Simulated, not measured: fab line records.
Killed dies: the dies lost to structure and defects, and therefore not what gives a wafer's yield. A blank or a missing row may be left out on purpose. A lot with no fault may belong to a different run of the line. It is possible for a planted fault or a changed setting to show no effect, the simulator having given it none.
Split-lot experiment / flow n5 finfet / route with 1938 steps; 7 lots, 21 wafers read

ABOUT THE SPLIT
At N5_SDB_COAT_03 (time 60 s, resist thk 100 nm), the setting spin rpm was moved away from the recipe's 1500 rpm on 10 of the 21 wafers read, by -6.7% to +10.8%. All remaining wafers had this setting at the recipe value.

FROM THE SPLIT TO THE READING: what the file shows between them, 11 steps
- N5_SDB_COAT_05: resist thk 90 nm (also split here: spin rpm)
- N5_SDB_EBR_07
- N5_SDB_SOFTBAKE_06: time 60 s
- N5_SDB_EXPOSE_08: exposes mask SDB
- N5_SDB_PEB_09: peb time 60 s
- N5_SDB_DEVELOP_10: develop time 30 s
- N5_SDB_DESCUM_16: chemistry O2, time 7.9 s
- N5_SDB_ETCH_17: etches SiARC in CF4, target depth 23.4 nm, time 39 s
- N5_SDB_ETCH_18: etches SOC in N2/H2, target depth 100 nm, overetch 20 nm, time 150 s
- N5_SDB_STRIP_19: strips in N2/H2
- N5_SDB_STRIP_21: strips in CF4

THE READING
SOC_of_SDB_COAT_03.thk nm (the simulator's own value, which no gauge read), in nm, at N5_SDB_HM_OPEN_20 (chemistry CH3F/O2, target SiNx, stops on poly-Si, target depth 24 nm). No usual value for it is given in the file. Average 84.3 nm, standard deviation 0.25 nm, over the 11 wafers here run with the recipe.

wafer=L074.1; tool, chamber at the split=litho track-03, 0; spin rpm as run, rpm=1500; against the recipe=recipe; SOC_of_SDB_COAT_03.thk nm, nm=84.4; against lot-mates on the recipe=-
wafer=L074.2; tool, chamber at the split=litho track-03, 0; spin rpm as run, rpm=1565; against the recipe=+4.3%; SOC_of_SDB_COAT_03.thk nm, nm=82.2; against lot-mates on the recipe=-2.1
wafer=L074.3; tool, chamber at the split=litho track-03, 0; spin rpm as run, rpm=1500; against the recipe=recipe; SOC_of_SDB_COAT_03.thk nm, nm=84.2; against lot-mates on the recipe=-
wafer=L077.3; tool, chamber at the split=litho track-04, 0; spin rpm as run, rpm=1500; against the recipe=recipe; SOC_of_SDB_COAT_03.thk nm, nm=84.4; against lot-mates on the recipe=-
wafer=L077.4; tool, chamber at the split=litho track-04, 0; spin rpm as run, rpm=1500; against the recipe=recipe; SOC_of_SDB_COAT_03.thk nm, nm=84.2; against lot-mates on the recipe=-
wafer=L077.5; tool, chamber at the split=litho track-04, 0; spin rpm as run, rpm=1574; against the recipe=+4.9%; SOC_of_SDB_COAT_03.thk nm, nm=81.8; against lot-mates on the recipe=-2.5
wafer=L078.2; tool, chamber at the split=litho track-05, 0; spin rpm as run, rpm=1413; against the recipe=-5.8%; SOC_of_SDB_COAT_03.thk nm, nm=86.6; against lot-mates on the recipe=+2.4
wafer=L078.4; tool, chamber at the split=litho track-05, 0; spin rpm as run, rpm=1413; against the recipe=-5.8%; SOC_of_SDB_COAT_03.thk nm, nm=87.4; against lot-mates on the recipe=+3.2
wafer=L078.5; tool, chamber at the split=litho track-05, 0; spin rpm as run, rpm=1500; against the recipe=recipe; SOC_of_SDB_COAT_03.thk nm, nm=84.2; against lot-mates on the recipe=-
wafer=L081.3; tool, chamber at the split=litho track-04, 0; spin rpm as run, rpm=1400; against the recipe=-6.7%; SOC_of_SDB_COAT_03.thk nm, nm=87.8; against lot-mates on the recipe=+3.6
wafer=L081.4; tool, chamber at the split=litho track-04, 0; spin rpm as run, rpm=1400; against the recipe=-6.7%; SOC_of_SDB_COAT_03.thk nm, nm=87.8; against lot-mates on the recipe=+3.6
wafer=L081.5; tool, chamber at the split=litho track-04, 0; spin rpm as run, rpm=1500; against the recipe=recipe; SOC_of_SDB_COAT_03.thk nm, nm=84.2; against lot-mates on the recipe=-
wafer=L084.1; tool, chamber at the split=litho track-04, 0; spin rpm as run, rpm=1500; against the recipe=recipe; SOC_of_SDB_COAT_03.thk nm, nm=84.2; against lot-mates on the recipe=-
wafer=L084.4; tool, chamber at the split=litho track-04, 0; spin rpm as run, rpm=1500; against the recipe=recipe; SOC_of_SDB_COAT_03.thk nm, nm=84.2; against lot-mates on the recipe=-
wafer=L084.5; tool, chamber at the split=litho track-04, 0; spin rpm as run, rpm=1500; against the recipe=recipe; SOC_of_SDB_COAT_03.thk nm, nm=84.2; against lot-mates on the recipe=-
wafer=L087.1; tool, chamber at the split=litho track-03, 0; spin rpm as run, rpm=1639; against the recipe=+9.3%; SOC_of_SDB_COAT_03.thk nm, nm=80; against lot-mates on the recipe=no lot-mate on the recipe
wafer=L087.3; tool, chamber at the split=litho track-03, 0; spin rpm as run, rpm=1639; against the recipe=+9.3%; SOC_of_SDB_COAT_03.thk nm, nm=79.8; against lot-mates on the recipe=no lot-mate on the recipe
wafer=L087.4; tool, chamber at the split=litho track-03, 0; spin rpm as run, rpm=1639; against the recipe=+9.3%; SOC_of_SDB_COAT_03.thk nm, nm=80.4; against lot-mates on the recipe=no lot-mate on the recipe
wafer=L094.3; tool, chamber at the split=litho track-03, 0; spin rpm as run, rpm=1500; against the recipe=recipe; SOC_of_SDB_COAT_03.thk nm, nm=85; against lot-mates on the recipe=-
wafer=L094.4; tool, chamber at the split=litho track-03, 0; spin rpm as run, rpm=1662; against the recipe=+10.8%; SOC_of_SDB_COAT_03.thk nm, nm=79.4; against lot-mates on the recipe=-5.1
wafer=L094.6; tool, chamber at the split=litho track-03, 0; spin rpm as run, rpm=1500; against the recipe=recipe; SOC_of_SDB_COAT_03.thk nm, nm=84; against lot-mates on the recipe=-

FIT RESULTS
A straight line over all 21 wafers: SOC_of_SDB_COAT_03.thk nm changes by -0.473 nm for each +1% of spin rpm; r = -0.99; the points scatter about the line by 0.28 nm.
The same after taking each lot's own level away (the mean of its wafers on the recipe; 18 wafers): -0.496 nm for each +1%; r = -0.99; scatter 0.26 nm.
According to that fit, moving spin rpm by its largest amount changes the reading by 5.4 nm.
From 84.20 to 84.50 nm: that is the span of the lots' own levels, equal to 1.2 times the standard deviation above.
Consequently the slope shifts little with the lot-to-lot level, the two slopes agreeing.
Check: for one of the wafers moved furthest among these (+10.8%), held out of the fit, the line's prediction against its lot-mates is -5.5 nm. It came out at -5.1 nm against them.

THESE WAFERS: OTHER SPLITS
Before the reading, these wafers also passed through other splits. Each is held against what the fit with the lots' levels taken away leaves over:
other split on the same wafers=N5_SD_EPI_N_EPI_21 epi growth time s; wafers away from the commonest value=4; r with SOC_of_SDB_COAT_03.thk nm (lot level and that fit taken away)=+0.04
other split on the same wafers=N5_SDB_COAT_05 spin rpm; wafers away from the commonest value=6; r with SOC_of_SDB_COAT_03.thk nm (lot level and that fit taken away)=+0.14

THE WHOLE CHAIN: every reading that the file lists as answering this split, in the file's order
step=N5_SDB_COAT_03; what it does=time 60 s, resist thk 100 nm; reading=SOC_of_SDB_COAT_03.thk nm (the simulator's own value, which no gauge read); change (the file's fit)=-0.479 nm for each +1% of the setting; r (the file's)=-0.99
step=N5_SDB_ETCH_18; what it does=etches SOC in N2/H2, target depth 100 nm, overetch 20 nm, time 150 s; reading=etch.depth nm (the simulator's own value, which no gauge read); change (the file's fit)=-0.475 nm for each +1% of the setting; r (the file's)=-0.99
step=N5_SDB_HM_OPEN_20; what it does=chemistry CH3F/O2, target SiNx, stops on poly-Si, target depth 24 nm; reading=SOC_of_SDB_COAT_03.thk nm (the simulator's own value, which no gauge read); change (the file's fit)=-0.491 nm for each +1% of the setting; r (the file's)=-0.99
step=N5_SDB_STRIP_22; what it does=strips in N2/H2; reading=strip time to endpoint s; change (the file's fit)=withheld for each +1% of the setting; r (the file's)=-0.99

THE FILE'S OWN FIT
SOC_of_SDB_COAT_03.thk nm changes by -0.491 nm for each +1% of spin rpm, r = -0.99.
